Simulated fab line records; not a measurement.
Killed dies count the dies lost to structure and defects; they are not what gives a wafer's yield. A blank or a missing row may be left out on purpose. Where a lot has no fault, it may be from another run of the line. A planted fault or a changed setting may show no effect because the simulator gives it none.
Tool commonality check | flow nandHarc | 11 lots, 33 wafers sampled

## WHAT PROMPTED THE OPENING
On 3 of the 11 lots, a flag is raised at NHARC_THIN_TSV_INSPECT_40 on the reading rawDefectCount. Fault-free wafers read 473, with a standard deviation of 75.
Rule: a lot is flagged in two cases, either no wafer of it has a number, or all its wafers with numbers fall more than 4 standard deviations from that mean. As for the other lots, they are considered sound.

lot  | measured     | on               | rawDefectCount, wafer by wafer | flag
L750 | day 19 09:32 | defectInspect-02 | 427 358 425                    | 
L752 | day 19 19:34 | defectInspect-01 | 507 442 421                    | 
L751 | day 19 19:35 | defectInspect-01 | 382 454 442                    | 
L755 | day 20 11:34 | defectInspect-02 | 446 457 396                    | 
L756 | day 20 22:18 | defectInspect-02 | 548 424 396                    | 
L760 | day 21 08:16 | defectInspect-01 | 6334 6402 6353                 | FLAGGED
L758 | day 21 18:46 | defectInspect-02 | 6368 6457 6429                 | FLAGGED
L761 | day 22 06:59 | defectInspect-02 | 6215 6530 6381                 | FLAGGED
L769 | day 24 09:14 | defectInspect-01 | 329 453 559                    | 
L771 | day 24 09:14 | defectInspect-02 | 426 471 403                    | 
L770 | day 24 20:42 | defectInspect-02 | 451 620 471                    | 
On average the flagged lots' numbers are 6385, which is +5912 against the usual, or +79 standard deviations.

## LOT BY LOT: THE TOOL USED
Before the reading, the record contains 3 process steps out of a 1159-step route. In each cell: the tool, then ch and the chambers that the sampled wafers went through, then the start.
lot  | flag    | NHARC_A_BONDPAD_DESCUM_11         | NHARC_A_BONDPAD_ETCH_34           | NHARC_THIN_TSV_CMP_21
L750 |         | rieDiel-05 ch 0,2,3, day 18 03:25 | rieDiel-05 ch 0,1,3, day 18 03:29 | cmp-02 ch 0,2, day 18 23:17
L752 |         | rieDiel-02 ch 1,2,3, day 18 11:31 | rieDiel-02 ch 0,1, day 18 11:37   | cmp-01 ch 0,3, day 19 11:24
L751 |         | rieDiel-05 ch 0,1,3, day 18 11:15 | rieDiel-05 ch 0,1,3, day 18 11:22 | cmp-01 ch 1,3, day 19 10:06
L755 |         | rieDiel-05 ch 2,3, day 19 04:03   | rieDiel-05 ch 0,1, day 19 04:08   | cmp-03 ch 1,2, day 20 03:16
L756 |         | rieDiel-05 ch 1,3, day 19 16:43   | rieDiel-05 ch 1,2, day 19 16:47   | cmp-03 ch 0,2,3, day 20 16:07
L760 | FLAGGED | rieDiel-05 ch 0,2, day 20 03:40   | rieDiel-05 ch 0,1,3, day 20 03:44 | cmp-01 ch 1,2,3, day 21 02:13
L758 | FLAGGED | rieDiel-05 ch 0,2,3, day 20 14:04 | rieDiel-05 ch 0,2,3, day 20 14:08 | cmp-03 ch 1,2,3, day 21 10:37
L761 | FLAGGED | rieDiel-05 ch 1,2, day 21 04:57   | rieDiel-05 ch 0,2,3, day 21 05:02 | cmp-01 ch 1,2, day 21 21:57
L769 |         | rieDiel-09 ch 0,1,2, day 23 02:49 | rieDiel-09 ch 0,1, day 23 02:54   | cmp-03 ch 0,2,3, day 24 01:51
L771 |         | rieDiel-05 ch 1,2, day 23 09:49   | rieDiel-05 ch 1,2,3, day 23 09:55 | cmp-02 ch 2,3, day 24 03:20
L770 |         | rieDiel-05 ch 0,1,3, day 23 10:08 | rieDiel-05 ch 0,1,3, day 23 10:20 | cmp-03 ch 0,1,3, day 24 12:56
These steps, and what they do:
- NHARC_A_BONDPAD_DESCUM_11: chemistry O2, time 3 s.
- NHARC_A_BONDPAD_ETCH_34: etches the open film in N2/H2, target depth 60 nm, overetch 18 nm, time 65.91 s.
- NHARC_THIN_TSV_CMP_21: polishes, t overpolish 30 s, target thk 2000 nm.
- NHARC_THIN_TSV_INSPECT_40

## FLAGGED AGAINST TOTAL, ONE TOOL AT A TIME (gauges that did the reading follow at the end)
step                      | tool             | lots run | flagged | share of the flagged lots | sound lots run after its first flagged lot
NHARC_A_BONDPAD_DESCUM_11 | rieDiel-02       | 1        | 0       | none                      | -
NHARC_A_BONDPAD_DESCUM_11 | rieDiel-05       | 9        | 3       | all                       | 2 (L771,L770)
NHARC_A_BONDPAD_DESCUM_11 | rieDiel-09       | 1        | 0       | none                      | -
NHARC_A_BONDPAD_ETCH_34   | rieDiel-02       | 1        | 0       | none                      | -
NHARC_A_BONDPAD_ETCH_34   | rieDiel-05       | 9        | 3       | all                       | 2 (L771,L770)
NHARC_A_BONDPAD_ETCH_34   | rieDiel-09       | 1        | 0       | none                      | -
NHARC_THIN_TSV_CMP_21     | cmp-01           | 4        | 2       | some                      | 0
NHARC_THIN_TSV_CMP_21     | cmp-02           | 2        | 0       | none                      | -
NHARC_THIN_TSV_CMP_21     | cmp-03           | 5        | 1       | some                      | 2 (L769,L770)
NHARC_THIN_TSV_INSPECT_40 | defectInspect-01 | 4        | 1       | some                      | 1 (L769)
NHARC_THIN_TSV_INSPECT_40 | defectInspect-02 | 7        | 2       | some                      | 2 (L771,L770)

## WHAT THE TABLE ALLOWS
In 2 table rows, all flagged lots were run: rieDiel-05 (NHARC_A_BONDPAD_DESCUM_11), rieDiel-05 (NHARC_A_BONDPAD_ETCH_34).
- rieDiel-05 at NHARC_A_BONDPAD_DESCUM_11 ran 9 lots, 3 of them flagged. Sound lots followed the first flagged one (L771, L770) on it, something a lasting fault affecting the whole tool could not allow.
- rieDiel-05 at NHARC_A_BONDPAD_ETCH_34 ran 9 lots, 3 of them flagged. Sound lots followed the first flagged one (L771, L770) on it, something a lasting fault affecting the whole tool could not allow.
There is no row in the table that ran each flagged lot and no sound lot after the first.

## WHAT THE SIMULATOR HAD PUT IN
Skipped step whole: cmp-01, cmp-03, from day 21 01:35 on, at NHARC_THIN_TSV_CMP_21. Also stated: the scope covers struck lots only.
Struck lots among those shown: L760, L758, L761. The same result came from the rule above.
